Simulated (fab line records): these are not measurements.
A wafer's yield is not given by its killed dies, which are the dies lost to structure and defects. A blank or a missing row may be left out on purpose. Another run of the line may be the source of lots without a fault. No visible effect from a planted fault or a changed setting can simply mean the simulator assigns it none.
fab line records	flow n5-finfet
record lots=24	wafers=72	last-day=17
route steps=1938 shown GATE_CUT@511 MOL_CONTACT_COAG@548
lots with no fault: from the same line, run without faults
start-h: the number of hours between the record's first day and the start of the first shown wafer of the lot	wait-h: hours elapsed since this lot's preceding step	" repeats the value in the row above	L1.1+2: one row covering several wafers at once	- either no value or no given start	* or withheld: withheld	< > ~ a bound
route shown NAME@n: NAME is a module with steps in the file, n the number in the route of the first one	usual: mean/standard deviation of fault-free wafers	same: alike in all rows	chamber/n: place in a boat	sites: the reading at each site	_std_site: standard deviation across them	_edge_site: the outer-site mean with the inner-site mean subtracted	radius-mm: for every site, how far away it sits from the centre of the wafer	mask NAME#n: copy n	behind: the last tool/chamber to shape the wafer	hold: the reason the lot was held/the length of the hold in hours/how it ended	device: transistor that didn't switch, given as n, p or np	end of line: the same wafers' tests at the end of the route	a step without rows: its recipe alone	killed: not the wafer's yield, but the dies lost to structure and defects at the first sort	map: the dies of a wafer, with x for killed, . for not killed, _ for no die there
set.NAME: the setting that was run; set.NAME@STEP: the one run at that earlier step	model.NAME: the simulator's own value behind a step, which no gauge read
steps of the route over a sample of lots; a table a step, a row a wafer
services: when a tool's chamber went out of use (start-h, in hours from the record's first day, below 0 if earlier), for how many hours, and the reason
## steps
# step N5_GATE_CUT_CMP_23
# recipe stop-on=SiO2	t-overpolish-s=23.4	post-cmp-clean=alkaline-brush	down-force-psi=2.5	platen-rpm=51.8	pad-velocity-m-s=1.0307	target-thk-nm=16
# usual motor-current-A=9.3/0.72	overpolish-run-s=23.400/0.0093	pad-life-wafers=1383/560	slurry-filter-dp-kPa=13.52/0.14	time-to-endpoint-s=19.9/2.8
lot.wafer	tool	chamber	start-h	wait-h	motor-current-A	overpolish-run-s	pad-life-wafers	slurry-filter-dp-kPa	time-to-endpoint-s
L074.3	cmp-02	0	90.72	0.8	10.1	23.411	1644	13.52	17.4
L074.4	"	2	"	"	10.0	23.394	1646	13.51	24.4
L074.2	"	3	"	"	9.2	23.389	1647	13.49	21.7
L075.1	cmp-03	3	92.90	0.9	10.5	23.398	801	13.37	23.6
L075.5	"	0	"	"	9.6	23.410	-	13.70	21.0
L075.6	"	1	"	"	8.5	23.417	-	13.56	17.7
L076.3	cmp-03	3	97.04	0.8	10.2	23.393	828	13.65	22.8
L076.4	"	2	"	"	8.6	23.417	831	13.44	18.4
L076.6	"	3	"	"	10.4	23.404	-	13.69	23.7
L077.3	cmp-01	0	105.41	0.8	9.1	23.405	1338	13.62	18.1
L077.4	"	1	"	"	8.9	23.394	1339	13.51	21.3
L077.6	"	1	"	"	9.0	23.403	-	13.45	16.3
L078.1	cmp-02	1	112.37	0.8	8.9	23.396	1812	13.62	25.9
L078.6	"	1	"	"	9.1	23.395	-	13.41	23.7
L078.5	"	2	"	"	9.8	23.413	-	13.22	24.5
L079.2	cmp-01	0	120.36	0.8	8.4	23.408	1386	13.39	19.4
L079.4	"	1	"	"	8.7	23.407	1387	13.58	20.9
L079.6	"	1	"	"	8.8	23.399	-	13.60	18.7
L080.4	cmp-03	1	128.85	0.9	9.2	23.410	1083	13.40	18.4
L080.6	"	2	"	"	8.3	23.406	-	13.48	19.2
L080.5	"	3	"	"	10.4	23.402	-	13.44	22.2
L081.1	cmp-01	0	129.40	0.8	8.4	23.397	1459	13.13	17.2
L081.2	"	2	"	"	9.5	23.403	1461	13.39	17.1
L081.5	"	0	"	"	8.2	23.384	-	13.59	18.4
L082.1	cmp-02	2	140.06	0.8	10.4	23.406	2022	13.38	27.1
L082.3	"	1	"	"	9.1	23.410	2025	13.41	25.1
L082.5	"	3	"	"	9.2	23.392	-	13.69	23.4
L083.3	cmp-01	1	141.33	0.8	9.4	23.399	1572	13.57	18.5
L083.1	"	0	"	"	8.4	23.411	1575	13.49	17.9
L083.5	"	1	"	"	9.3	23.398	-	13.54	18.0
L084.4	cmp-03	3	148.01	0.8	10.2	23.391	1260	13.63	19.7
L084.3	"	2	"	"	8.5	23.396	1263	13.62	17.8
L084.5	"	3	"	"	11.0	23.391	-	13.52	23.0
L085.1	cmp-03	3	153.47	0.8	10.5	23.397	1308	13.30	22.7
L085.4	"	1	"	"	8.9	23.406	1310	13.71	15.9
L085.5	"	3	"	"	11.1	23.407	-	13.42	19.6
L086.2	cmp-02	0	158.21	0.8	10.5	23.416	2161	13.41	18.8
L086.5	"	3	"	"	9.1	23.388	-	13.28	22.9
L086.6	"	0	"	"	10.0	23.402	-	13.52	14.5
L087.4	cmp-03	3	164.65	0.1	9.9	23.381	1411	13.53	17.2
L087.1	"	1	"	"	8.6	23.401	1413	13.48	17.5
L087.5	"	2	"	"	8.4	23.380	-	13.44	19.4
L088.4	cmp-03	3	169.44	0.8	10.7	23.390	1447	13.78	21.2
L088.2	"	1	"	"	8.7	23.402	1449	13.65	19.2
L088.6	"	2	"	"	8.3	23.384	-	13.65	17.9
L089.2	cmp-01	2	175.01	0.8	10.0	23.397	1856	13.52	17.9
L089.4	"	3	"	"	8.9	23.391	1857	13.53	18.8
L089.6	"	0	"	"	8.3	23.391	-	13.87	19.3
L090.3	cmp-01	2	180.81	0.8	9.5	23.400	1908	13.43	21.6
L090.6	"	2	"	"	9.1	23.413	-	13.65	20.4
L090.5	"	3	"	"	8.9	23.392	-	13.44	18.8
L091.2	cmp-03	2	187.31	0.8	8.0	23.394	1634	13.72	19.2
L091.1	"	3	"	"	10.2	23.398	1635	13.57	20.0
L091.6	"	1	"	"	9.0	23.387	-	13.54	16.2
L092.4	cmp-01	2	193.43	0.1	9.2	23.386	1999	13.70	19.5
L092.3	"	0	"	"	8.6	23.416	2001	13.66	18.6
L092.5	"	1	"	"	9.4	23.409	-	13.64	18.7
L093.4	cmp-03	3	199.09	0.8	10.7	23.402	1736	13.39	21.6
L093.2	"	0	"	"	9.5	23.410	1737	13.50	20.9
L093.5	"	2	"	"	8.6	23.407	-	13.51	18.6
L094.4	cmp-01	3	204.57	0.8	8.7	23.411	36	13.22	18.4
L094.2	"	1	"	"	8.6	23.415	38	13.47	19.4
L094.1	"	2	"	"	9.1	23.401	39	13.65	17.2
L095.4	cmp-02	2	210.82	0.8	10.7	23.394	338	13.37	23.7
L095.1	"	3	"	"	9.2	23.396	339	13.62	23.5
L095.5	"	1	"	"	8.4	23.397	-	13.49	26.8
L096.1	cmp-03	2	218.65	0.8	9.0	23.396	1896	13.52	20.9
L096.3	"	3	"	"	10.0	23.379	1897	13.42	22.6
L096.2	"	1	"	"	9.0	23.380	1899	13.33	19.3
L097.2	cmp-01	1	225.92	0.8	8.8	23.399	240	13.53	18.0
L097.1	"	2	"	"	10.0	23.398	241	13.57	18.0
L097.6	"	1	"	"	8.9	23.404	-	13.54	18.2
# step N5_MOL_CONTACT_COAG_CO_FILL_22
# recipe material=Co	target-thk-a=200	temp-c=200	precursor=CCTBA/H2	pressure-torr=30
# usual heater-power-outer-w=130/11	heater-power-w=246/19
lot.wafer	tool	chamber	start-h	wait-h	heater-power-outer-w	heater-power-w
L074.2	cvd-co-01	0	94.59	0.1	115	216
L074.3	"	1	"	"	148	272
L074.4	"	2	"	"	140	254
L075.1	cvd-co-01	1	98.23	0.1	146	269
L075.5	"	1	"	"	146	267
L075.6	"	2	"	"	142	259
L076.3	cvd-co-01	2	100.69	0.1	138	265
L076.4	"	1	"	"	143	268
L076.6	"	2	"	"	142	265
L077.3	cvd-co-01	0	109.91	0.1	112	220
L077.4	"	1	"	"	148	266
L077.6	"	2	"	"	142	261
L078.1	cvd-co-01	2	116.79	0.1	139	257
L078.5	"	2	"	"	144	260
L078.6	"	0	"	"	114	219
L079.2	cvd-co-01	2	125.16	0.2	138	265
L079.4	"	2	"	"	143	255
L079.6	"	0	"	"	117	214
L081.1	cvd-co-02	1	133.24	0.1	121	242
L081.2	"	2	"	"	124	236
L081.5	"	1	"	"	119	242
L080.4	cvd-co-01	0	133.27	0.4	113	209
L080.5	"	0	"	"	116	220
L080.6	"	2	"	"	139	261
L082.1	cvd-co-01	0	144.11	0.1	112	216
L082.3	"	2	"	"	145	250
L082.5	"	1	"	"	133	251
L083.1	cvd-co-01	0	145.11	0.3	115	216
L083.3	"	1	"	"	135	258
L083.5	"	0	"	"	114	214
L084.3	cvd-co-01	1	152.37	0.1	135	257
L084.4	"	2	"	"	143	265
L084.5	"	1	"	"	137	262
L085.1	cvd-co-02	1	159.65	0.1	121	241
L085.4	"	1	"	"	119	243
L085.5	"	2	"	"	120	236
L086.2	cvd-co-01	0	164.26	0.1	115	219
L086.5	"	0	"	"	115	217
L086.6	"	2	"	"	145	261
L087.1	cvd-co-02	1	168.75	0.1	122	240
L087.4	"	0	"	"	133	267
L087.5	"	1	"	"	122	242
L088.2	cvd-co-02	1	175.72	0.1	120	235
L088.4	"	1	"	"	117	246
L088.6	"	2	"	"	122	241
L089.2	cvd-co-02	1	179.89	0.1	119	246
L089.4	"	0	"	"	139	261
L089.6	"	2	"	"	122	244
L090.3	cvd-co-01	0	184.56	0.1	115	216
L090.5	"	2	"	"	143	260
L090.6	"	1	"	"	137	256
L091.1	cvd-co-02	0	191.64	0.1	138	266
L091.2	"	2	"	"	124	229
L091.6	"	0	"	"	138	260
L092.3	cvd-co-01	0	198.53	0.1	118	213
L092.4	"	2	"	"	145	267
L092.5	"	0	"	"	114	216
L093.2	cvd-co-01	0	204.53	0.1	118	216
L093.4	"	1	"	"	136	261
L093.5	"	0	"	"	115	217
L094.1	cvd-co-02	2	207.94	0.1	123	237
L094.2	"	0	"	"	138	263
L094.4	"	0	"	"	135	260
L095.1	cvd-co-01	0	214.88	0.1	115	220
L095.4	"	2	"	"	145	266
L095.5	"	0	"	"	112	217
L096.1	cvd-co-02	2	224.43	0.1	128	242
L096.2	"	1	"	"	122	246
L096.3	"	0	"	"	133	264
L097.1	cvd-co-02	2	231.84	0.1	122	242
L097.2	"	0	"	"	138	269
L097.6	"	2	"	"	124	239
# step N5_MOL_CONTACT_COAG_ANNEAL_113
# recipe temp-c=400	time-s=300	ambient=H2/N2
# usual anneal-temp-c-max=402.6/0.78	lamp-power-pct=2.73/0.06	lamp_zone_2_pct=2.73/0.061	wafer_temp_C_max=401.4/0.38
lot.wafer	tool	chamber	start-h	wait-h	anneal-temp-c-max	lamp-power-pct	lamp_zone_2_pct	wafer_temp_C_max
L074.2	rtp-anneal-02	0	95.36	0.5	405.4	2.67	2.67	400.9
L074.3	"	0	"	"	402.9	2.67	2.67	401.5
L074.4	"	0	"	"	403.5	2.67	2.67	401.1
L075.1	rtp-anneal-02	0	98.85	0.3	403.7	2.67	2.67	401.0
L075.5	"	0	"	"	402.1	2.66	2.67	401.6
L075.6	"	0	"	"	402.5	2.67	2.67	401.0
L076.3	rtp-anneal-02	0	101.70	0.7	402.8	2.67	2.67	401.1
L076.4	"	0	"	"	403.4	2.67	2.66	401.3
L076.6	"	0	"	"	402.8	2.67	2.67	401.1
L077.3	rtp-anneal-01	0	110.83	0.6	401.6	2.79	2.79	401.4
L077.4	"	0	"	"	401.9	2.79	2.79	401.7
L077.6	"	0	"	"	401.8	2.79	2.79	401.6
L078.1	rtp-anneal-01	0	117.70	0.6	402.9	2.79	2.79	401.8
L078.5	"	0	"	"	402.1	2.79	2.79	401.9
L078.6	"	0	"	"	402.0	2.79	2.79	401.5
L079.2	rtp-anneal-01	0	126.45	1.0	402.0	2.79	2.79	401.4
L079.4	"	0	"	"	401.7	2.79	2.78	401.4
L079.6	"	0	"	"	402.0	2.80	2.79	401.6
L081.1	rtp-anneal-01	0	133.85	0.3	402.1	2.79	2.79	401.7
L081.2	"	0	"	"	402.0	2.79	2.79	401.3
L081.5	"	0	"	"	402.4	2.79	2.78	402.0
L080.4	rtp-anneal-02	0	134.33	0.8	403.0	2.67	2.68	401.4
L080.5	"	0	"	"	403.5	2.67	2.67	401.1
L080.6	"	0	"	"	403.2	2.67	2.67	401.9
L082.1	rtp-anneal-02	0	144.73	0.3	402.7	2.67	2.66	401.0
L082.3	"	0	"	"	403.5	2.67	2.67	401.5
L082.5	"	0	"	"	402.9	2.67	2.67	400.8
L083.1	rtp-anneal-02	0	145.72	0.3	402.5	2.67	2.67	401.7
L083.3	"	0	"	"	402.3	2.67	2.67	400.9
L083.5	"	0	"	"	403.1	2.67	2.67	401.4
L084.3	rtp-anneal-02	0	153.28	0.6	403.0	2.67	2.67	401.5
L084.4	"	0	"	"	403.3	2.67	2.67	401.6
L084.5	"	0	"	"	403.1	2.67	2.67	400.8
L085.1	rtp-anneal-02	0	160.26	0.3	403.7	2.66	2.67	401.2
L085.4	"	0	"	"	402.9	2.67	2.67	401.0
L085.5	"	0	"	"	402.9	2.67	2.67	401.3
L086.2	rtp-anneal-02	0	165.15	0.6	403.1	2.67	2.67	401.1
L086.5	"	0	"	"	403.2	2.67	2.67	400.5
L086.6	"	0	"	"	403.2	2.68	2.67	401.2
L087.1	rtp-anneal-01	0	169.36	0.3	401.4	2.79	2.79	402.0
L087.4	"	0	"	"	402.3	2.79	2.79	401.1
L087.5	"	0	"	"	401.9	2.79	2.79	402.4
L088.2	rtp-anneal-02	0	176.56	0.5	403.6	2.67	2.67	401.4
L088.4	"	0	"	"	403.8	2.67	2.67	400.6
L088.6	"	0	"	"	403.4	2.67	2.67	401.7
L089.2	rtp-anneal-01	0	180.66	0.5	402.0	2.79	2.79	401.6
L089.4	"	0	"	"	401.6	2.79	2.79	401.9
L089.6	"	0	"	"	401.3	2.79	2.79	401.3
L090.3	rtp-anneal-01	0	185.50	0.6	401.6	2.79	2.79	400.9
L090.5	"	0	"	"	401.5	2.79	2.79	402.1
L090.6	"	0	"	"	401.8	2.79	2.79	401.6
L091.1	rtp-anneal-02	0	192.32	0.4	403.3	2.67	2.67	401.4
L091.2	"	0	"	"	403.1	2.67	2.67	401.2
L091.6	"	0	"	"	402.7	2.67	2.67	401.4
L092.3	rtp-anneal-01	0	199.44	0.6	401.7	2.79	2.79	401.2
L092.4	"	0	"	"	402.0	2.79	2.79	402.1
L092.5	"	0	"	"	402.1	2.79	2.80	402.0
L093.2	rtp-anneal-02	0	205.30	0.5	402.1	2.67	2.67	401.0
L093.4	"	0	"	"	403.3	2.67	2.67	401.1
L093.5	"	0	"	"	403.4	2.67	2.67	401.3
L094.1	rtp-anneal-02	0	208.55	0.3	402.9	2.67	2.67	401.6
L094.2	"	0	"	"	403.3	2.67	2.67	401.6
L094.4	"	0	"	"	402.8	2.67	2.67	401.3
L095.1	rtp-anneal-01	0	215.50	0.3	401.5	2.79	2.79	401.7
L095.4	"	0	"	"	402.1	2.79	2.79	401.4
L095.5	"	0	"	"	402.1	2.79	2.79	401.9
L096.1	rtp-anneal-01	0	225.18	0.5	401.4	2.79	2.79	401.4
L096.2	"	0	"	"	401.7	2.79	2.79	402.3
L096.3	"	0	"	"	402.3	2.79	2.79	402.0
L097.1	rtp-anneal-01	0	232.45	0.3	402.2	2.79	2.79	401.5
L097.2	"	0	"	"	402.0	2.79	2.79	401.3
L097.6	"	0	"	"	401.7	2.79	2.79	401.6
# step N5_MOL_CONTACT_COAG_THK_MEAS_29
# recipe reads=SiNx_of_GATE_CUT_PECVD_57+SiNx_of_GATE_CUT_SAC_CAP_01
# usual MD_CAP_THK=17.91/0.095
lot.wafer	tool	chamber	start-h	wait-h	MD_CAP_THK[nm]
L074.2	film-metro-01	-	99.94	-	17.89
L074.3	"	-	"	"	17.78
L074.4	"	-	"	"	17.79
L075.1	film-metro-01	-	103.57	-	17.94
L075.5	"	-	"	"	17.88
L075.6	"	-	"	"	17.92
L076.3	film-metro-02	-	107.19	-	17.85
L076.4	"	-	"	"	17.91
L076.6	"	-	"	"	18.03
L077.3	film-metro-02	-	116.46	-	17.86
L077.4	"	-	"	"	17.99
L077.6	"	-	"	"	17.82
L078.1	film-metro-02	-	123.13	-	17.88
L078.5	"	-	"	"	17.90
L078.6	"	-	"	"	17.82
L079.2	film-metro-02	-	132.77	-	17.75
L079.4	"	-	"	"	17.82
L079.6	"	-	"	"	17.85
L081.1	film-metro-02	-	139.32	-	17.96
L081.2	"	-	"	"	17.88
L081.5	"	-	"	"	17.91
L080.4	film-metro-02	-	139.67	-	17.89
L080.5	"	-	"	"	17.99
L080.6	"	-	"	"	17.99
L082.1	film-metro-01	-	150.12	-	17.74
L082.3	"	-	"	"	17.92
L082.5	"	-	"	"	17.87
L083.1	film-metro-02	-	150.98	-	18.03
L083.3	"	-	"	"	18.09
L083.5	"	-	"	"	17.91
L084.3	film-metro-01	-	158.06	-	17.99
L084.4	"	-	"	"	17.95
L084.5	"	-	"	"	17.98
L085.1	film-metro-01	-	166.61	-	18.04
L085.4	"	-	"	"	18.00
L085.5	"	-	"	"	18.07
L086.2	film-metro-02	-	170.69	-	17.98
L086.5	"	-	"	"	17.95
L086.6	"	-	"	"	17.86
L087.1	film-metro-01	-	177.42	-	17.90
L087.4	"	-	"	"	17.83
L087.5	"	-	"	"	17.95
L088.2	film-metro-01	-	181.63	-	18.01
L088.4	"	-	"	"	18.06
L088.6	"	-	"	"	17.98
L089.2	film-metro-02	-	185.96	-	17.82
L089.4	"	-	"	"	17.93
L089.6	"	-	"	"	18.04
L090.3	film-metro-01	-	190.56	-	17.75
L090.5	"	-	"	"	17.86
L090.6	"	-	"	"	17.68
L091.1	film-metro-01	-	197.39	-	17.75
L091.2	"	-	"	"	17.73
L091.6	"	-	"	"	17.80
L092.3	film-metro-02	-	203.00	-	17.94
L092.4	"	-	"	"	17.97
L092.5	"	-	"	"	17.81
L093.2	film-metro-02	-	209.88	-	17.95
L093.4	"	-	"	"	17.97
L093.5	"	-	"	"	18.03
L094.1	film-metro-02	-	213.27	-	18.00
L094.2	"	-	"	"	17.96
L094.4	"	-	"	"	17.95
L095.1	film-metro-01	-	219.66	-	17.84
L095.4	"	-	"	"	17.85
L095.5	"	-	"	"	17.85
L096.1	film-metro-02	-	229.75	-	17.74
L096.2	"	-	"	"	18.02
L096.3	"	-	"	"	17.99
L097.1	film-metro-02	-	238.00	-	17.92
L097.2	"	-	"	"	17.79
L097.6	"	-	"	"	17.90
# step N5_MOL_CONTACT_COAG_OVL_MEAS_85
# recipe points-per-wafer=522
# usual VG_OVL=0.2/0.72
lot.wafer	tool	chamber	start-h	wait-h	VG_OVL[nm]
L074.2	overlay-01	0	100.98	0.0	0.8
L074.3	"	0	"	"	0.5
L074.4	"	0	"	"	0.7
L075.1	overlay-02	0	104.61	0.0	0.5
L075.5	"	0	"	"	-0.6
L075.6	"	0	"	"	0.1
L076.3	overlay-01	0	109.73	0.0	0.2
L076.4	"	0	"	"	0.9
L076.6	"	0	"	"	0.6
L077.3	overlay-01	0	117.50	0.0	-0.4
L077.4	"	0	"	"	-0.3
L077.6	"	0	"	"	-1.0
L078.1	overlay-02	0	124.16	0.0	-0.1
L078.5	"	0	"	"	-0.2
L078.6	"	0	"	"	-0.6
L079.2	overlay-02	0	133.68	0.0	-1.0
L079.4	"	0	"	"	-0.5
L079.6	"	0	"	"	-0.2
L081.1	overlay-01	0	140.23	0.0	0.0
L081.2	"	0	"	"	-0.3
L081.5	"	0	"	"	0.7
L080.4	overlay-01	0	140.60	0.0	-0.2
L080.5	"	0	"	"	1.2
L080.6	"	0	"	"	-0.2
L082.1	overlay-01	0	151.42	0.0	-0.9
L082.3	"	0	"	"	-0.4
L082.5	"	0	"	"	0.2
L083.1	overlay-01	0	152.01	0.0	0.6
L083.3	"	0	"	"	0.2
L083.5	"	0	"	"	0.1
L084.3	overlay-02	0	159.12	0.0	-0.6
L084.4	"	0	"	"	-0.3
L084.5	"	0	"	"	0.0
L085.1	overlay-02	0	167.73	0.0	1.0
L085.4	"	0	"	"	0.7
L085.5	"	0	"	"	1.5
L086.2	overlay-01	0	171.63	0.0	0.0
L086.5	"	0	"	"	-0.4
L086.6	"	0	"	"	-0.1
L087.1	overlay-02	0	178.35	0.0	-0.8
L087.4	"	0	"	"	0.7
L087.5	"	0	"	"	0.6
L088.2	overlay-02	0	182.93	0.0	0.7
L088.4	"	0	"	"	-1.2
L088.6	"	0	"	"	-0.6
L089.2	overlay-02	0	186.87	0.0	0.9
L089.4	"	0	"	"	0.9
L089.6	"	0	"	"	0.7
L090.3	overlay-02	0	191.62	0.0	-1.3
L090.5	"	0	"	"	-0.3
L090.6	"	0	"	"	1.1
L091.1	overlay-02	0	198.30	0.0	0.2
L091.2	"	0	"	"	2.0
L091.6	"	0	"	"	-0.4
L092.3	overlay-01	0	203.94	0.0	0.6
L092.4	"	0	"	"	1.0
L092.5	"	0	"	"	0.2
L093.2	overlay-02	0	211.25	0.0	0.5
L093.4	"	0	"	"	1.1
L093.5	"	0	"	"	1.2
L094.1	overlay-02	0	214.25	0.0	-1.0
L094.2	"	0	"	"	0.3
L094.4	"	0	"	"	0.0
L095.1	overlay-02	0	220.58	0.0	0.5
L095.4	"	0	"	"	0.7
L095.5	"	0	"	"	-0.6
L096.1	overlay-01	0	230.67	0.0	1.1
L096.2	"	0	"	"	1.2
L096.3	"	0	"	"	0.6
L097.1	overlay-01	0	238.93	0.0	0.0
L097.2	"	0	"	"	-0.8
L097.6	"	0	"	"	-1.0
# step N5_MOL_CONTACT_COAG_CD_MEAS_137
# recipe target-cd-nm=16
# usual cd-nm=16.1/0.42
lot.wafer	tool	chamber	start-h	wait-h	cd-nm
L074.2	cd-sem-01	-	101.87	0.0	15.6
L074.3	"	-	"	"	16.6
L074.4	"	-	"	"	15.9
L075.1	cd-sem-02	-	105.62	0.0	16.4
L075.5	"	-	"	"	16.0
L075.6	"	-	"	"	16.8
L076.3	cd-sem-01	-	110.63	0.0	16.2
L076.4	"	-	"	"	16.4
L076.6	"	-	"	"	15.6
L077.3	cd-sem-02	-	118.96	0.0	15.8
L077.4	"	-	"	"	16.3
L077.6	"	-	"	"	16.3
L078.1	cd-sem-03	-	125.06	0.0	16.1
L078.5	"	-	"	"	16.1
L078.6	"	-	"	"	16.0
L079.2	cd-sem-03	-	134.62	0.0	15.9
L079.4	"	-	"	"	15.8
L079.6	"	-	"	"	15.5
L081.1	cd-sem-01	-	141.12	0.0	15.7
L081.2	"	-	"	"	15.7
L081.5	"	-	"	"	16.2
L080.4	cd-sem-03	-	141.49	0.0	16.1
L080.5	"	-	"	"	15.9
L080.6	"	-	"	"	15.7
L082.1	cd-sem-01	-	152.36	0.0	15.7
L082.3	"	-	"	"	15.9
L082.5	"	-	"	"	15.2
L083.1	cd-sem-01	-	153.10	0.0	16.4
L083.3	"	-	"	"	16.6
L083.5	"	-	"	"	16.1
L084.3	cd-sem-03	-	160.01	0.0	16.3
L084.4	"	-	"	"	16.6
L084.5	"	-	"	"	15.9
L085.1	cd-sem-03	-	168.91	0.0	17.1
L085.4	"	-	"	"	16.5
L085.5	"	-	"	"	16.2
L086.2	cd-sem-03	-	172.52	0.0	15.9
L086.5	"	-	"	"	15.8
L086.6	"	-	"	"	15.5
L087.1	cd-sem-03	-	179.28	0.0	16.5
L087.4	"	-	"	"	16.2
L087.5	"	-	"	"	16.3
L088.2	cd-sem-02	-	184.15	0.0	16.2
L088.4	"	-	"	"	15.4
L088.6	"	-	"	"	15.5
L089.2	cd-sem-03	-	188.48	0.0	15.3
L089.4	"	-	"	"	15.9
L089.6	"	-	"	"	15.6
L090.3	cd-sem-02	-	192.53	0.0	16.2
L090.5	"	-	"	"	15.5
L090.6	"	-	"	"	15.5
L091.1	cd-sem-02	-	199.19	0.0	16.8
L091.2	"	-	"	"	15.3
L091.6	"	-	"	"	16.2
L092.3	cd-sem-01	-	204.83	0.0	16.5
L092.4	"	-	"	"	16.5
L092.5	"	-	"	"	16.6
L093.2	cd-sem-03	-	212.44	0.0	16.3
L093.4	"	-	"	"	16.5
L093.5	"	-	"	"	16.7
L094.1	cd-sem-02	-	215.33	0.0	16.7
L094.2	"	-	"	"	17.0
L094.4	"	-	"	"	16.2
L095.1	cd-sem-01	-	221.53	0.0	16.1
L095.4	"	-	"	"	16.6
L095.5	"	-	"	"	16.0
L096.1	cd-sem-01	-	232.02	0.0	16.5
L096.2	"	-	"	"	15.9
L096.3	"	-	"	"	15.8
L097.1	cd-sem-01	-	239.96	0.0	16.1
L097.2	"	-	"	"	15.4
L097.6	"	-	"	"	16.0
## services
tool	chamber	start-h	hours	kind
cmp-03	-	75.94	1.1	repair
cmp-02	-	78.72	1.7	repair
cmp-02	-	86.74	0.5	repair
cmp-01	-	108.99	8.1	pm
cvd-co-01	1	114.80	-	clean
cvd-co-01	1	114.80	22.0	scheduled-down
cvd-co-01	1	114.80	22.0	vent-cycle
cmp-03	-	126.83	1.2	repair
cmp-02	-	131.75	0.2	repair
cmp-02	-	133.37	1.2	repair
cvd-co-02	-	138.59	6.9	pm
cmp-02	-	145.92	3.0	repair
cvd-co-02	-	150.64	1.2	repair
cmp-01	-	154.57	0.4	repair
cmp-02	-	161.59	4.0	pm
cmp-02	-	165.59	-	consumable-replace:conditioner
cmp-02	-	165.59	-	consumable-replace:pad
cmp-02	-	174.42	6.1	pm
cmp-01	-	181.78	3.0	repair
cmp-02	-	183.13	0.8	repair
cmp-01	-	196.02	4.0	pm
cvd-co-02	-	198.93	0.9	repair
cmp-01	-	200.02	-	consumable-replace:conditioner
cmp-01	-	200.02	-	consumable-replace:pad
## key
fault none
